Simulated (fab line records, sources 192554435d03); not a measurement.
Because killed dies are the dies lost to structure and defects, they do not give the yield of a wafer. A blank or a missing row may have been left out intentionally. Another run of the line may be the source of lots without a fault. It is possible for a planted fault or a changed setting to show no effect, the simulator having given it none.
Matching of chambers || flow n5Finfet || N5_BEOL_M5_DESCUM_33 on rieDiel-05 has 4 sister chambers
The step chemistry O2, time 7 s. 14 wafers are shown with their chamber, then 7 later ones without.

EACH WAFER AND ITS CHAMBER
{"wafer": "L076.3", "chamber": 0, "throttleValvePct (%)": 19.94, "drypumpMotorCurrentA (A)": 6.0, "showerheadPlenumPTorr (Torr)": 2.14}
{"wafer": "L076.4", "chamber": 1, "throttleValvePct (%)": 20.61, "drypumpMotorCurrentA (A)": 5.7, "showerheadPlenumPTorr (Torr)": 1.98}
{"wafer": "L076.5", "chamber": 2, "throttleValvePct (%)": 20.46, "drypumpMotorCurrentA (A)": 6.7, "showerheadPlenumPTorr (Torr)": 2.08}
{"wafer": "L078.3", "chamber": 1, "throttleValvePct (%)": 20.61, "drypumpMotorCurrentA (A)": 5.7, "showerheadPlenumPTorr (Torr)": 1.98}
{"wafer": "L078.4", "chamber": 0, "throttleValvePct (%)": 19.94, "drypumpMotorCurrentA (A)": 5.9, "showerheadPlenumPTorr (Torr)": 2.14}
{"wafer": "L078.6", "chamber": 0, "throttleValvePct (%)": 19.94, "drypumpMotorCurrentA (A)": 5.9, "showerheadPlenumPTorr (Torr)": 2.14}
{"wafer": "L080.3", "chamber": 0, "throttleValvePct (%)": 19.96, "drypumpMotorCurrentA (A)": 6.0, "showerheadPlenumPTorr (Torr)": 2.13}
{"wafer": "L080.4", "chamber": 1, "throttleValvePct (%)": 20.64, "drypumpMotorCurrentA (A)": 5.7, "showerheadPlenumPTorr (Torr)": 1.97}
{"wafer": "L080.5", "chamber": 0, "throttleValvePct (%)": 19.95, "drypumpMotorCurrentA (A)": 5.9, "showerheadPlenumPTorr (Torr)": 2.13}
{"wafer": "L085.1", "chamber": 1, "throttleValvePct (%)": 20.63, "drypumpMotorCurrentA (A)": 5.7, "showerheadPlenumPTorr (Torr)": 1.97}
{"wafer": "L085.2", "chamber": 2, "throttleValvePct (%)": 20.45, "drypumpMotorCurrentA (A)": 6.8, "showerheadPlenumPTorr (Torr)": 2.07}
{"wafer": "L085.6", "chamber": 1, "throttleValvePct (%)": 20.62, "drypumpMotorCurrentA (A)": 5.7, "showerheadPlenumPTorr (Torr)": 1.97}
{"wafer": "L088.1", "chamber": 3, "throttleValvePct (%)": 20.51, "drypumpMotorCurrentA (A)": 5.2, "showerheadPlenumPTorr (Torr)": 2.07}
{"wafer": "L088.3", "chamber": 0, "throttleValvePct (%)": 19.97, "drypumpMotorCurrentA (A)": 6.0, "showerheadPlenumPTorr (Torr)": 2.13}

SIGNATURES (averages over the wafers above)
{"reading": "throttleValvePct", "chamber 0": 19.9500, "chamber 1": 20.6220, "chamber 2": 20.4550, "chamber 3": 20.5100, "scatter within a chamber": 0.0124}
{"reading": "drypumpMotorCurrentA", "chamber 0": 5.950, "chamber 1": 5.700, "chamber 2": 6.750, "chamber 3": 5.200, "scatter within a chamber": 0.0447}
{"reading": "showerheadPlenumPTorr", "chamber 0": 2.1350, "chamber 1": 1.9740, "chamber 2": 2.0750, "chamber 3": 2.0700, "scatter within a chamber": 0.00566}
Rule: a wafer's distance from a chamber is the root of the sum, over the readings, of the square of ((its reading less the chamber's mean) divided by the reading's scatter). The wafer belongs to the nearest chamber; if the next one is less than 2 further off, it can't be placed. The scatter is the square root of a quotient: the sum, over the shown wafers, of each reading's squared deviation from its chamber's mean, divided by wafers minus chambers.

WAFERS MISSING THEIR CHAMBER
{"wafer": "L088.5", "throttleValvePct (%)": 20.66, "drypumpMotorCurrentA (A)": 5.7, "showerheadPlenumPTorr (Torr)": 1.97}
{"wafer": "L091.2", "throttleValvePct (%)": 20.50, "drypumpMotorCurrentA (A)": 5.2, "showerheadPlenumPTorr (Torr)": 2.07}
{"wafer": "L091.4", "throttleValvePct (%)": 20.64, "drypumpMotorCurrentA (A)": 5.7, "showerheadPlenumPTorr (Torr)": 1.97}
{"wafer": "L091.5", "throttleValvePct (%)": 20.66, "drypumpMotorCurrentA (A)": 5.7, "showerheadPlenumPTorr (Torr)": 1.97}
{"wafer": "L093.1", "throttleValvePct (%)": 19.99, "drypumpMotorCurrentA (A)": 5.9, "showerheadPlenumPTorr (Torr)": 2.12}
{"wafer": "L093.2", "throttleValvePct (%)": 20.51, "drypumpMotorCurrentA (A)": 5.2, "showerheadPlenumPTorr (Torr)": 2.06}
{"wafer": "L093.4", "throttleValvePct (%)": 20.13, "drypumpMotorCurrentA (A)": 6.7, "showerheadPlenumPTorr (Torr)": 2.06}

WHICH CHAMBER EACH ONE RAN IN
{"wafer": "L088.5", "from the rows above": 1, "in truth": 1}
{"wafer": "L091.2", "from the rows above": 3, "in truth": 3}
{"wafer": "L091.4", "from the rows above": 1, "in truth": 1}
{"wafer": "L091.5", "from the rows above": 1, "in truth": 1}
{"wafer": "L093.1", "from the rows above": 0, "in truth": 0}
{"wafer": "L093.2", "from the rows above": 3, "in truth": 3}
{"wafer": "L093.4", "from the rows above": "can't be placed: 0 or 2", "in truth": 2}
Correctly placed: 6 of 7. From these rows, 1 cannot be placed; in 1 the true chamber is one of the candidates. Placed wrongly: 0.
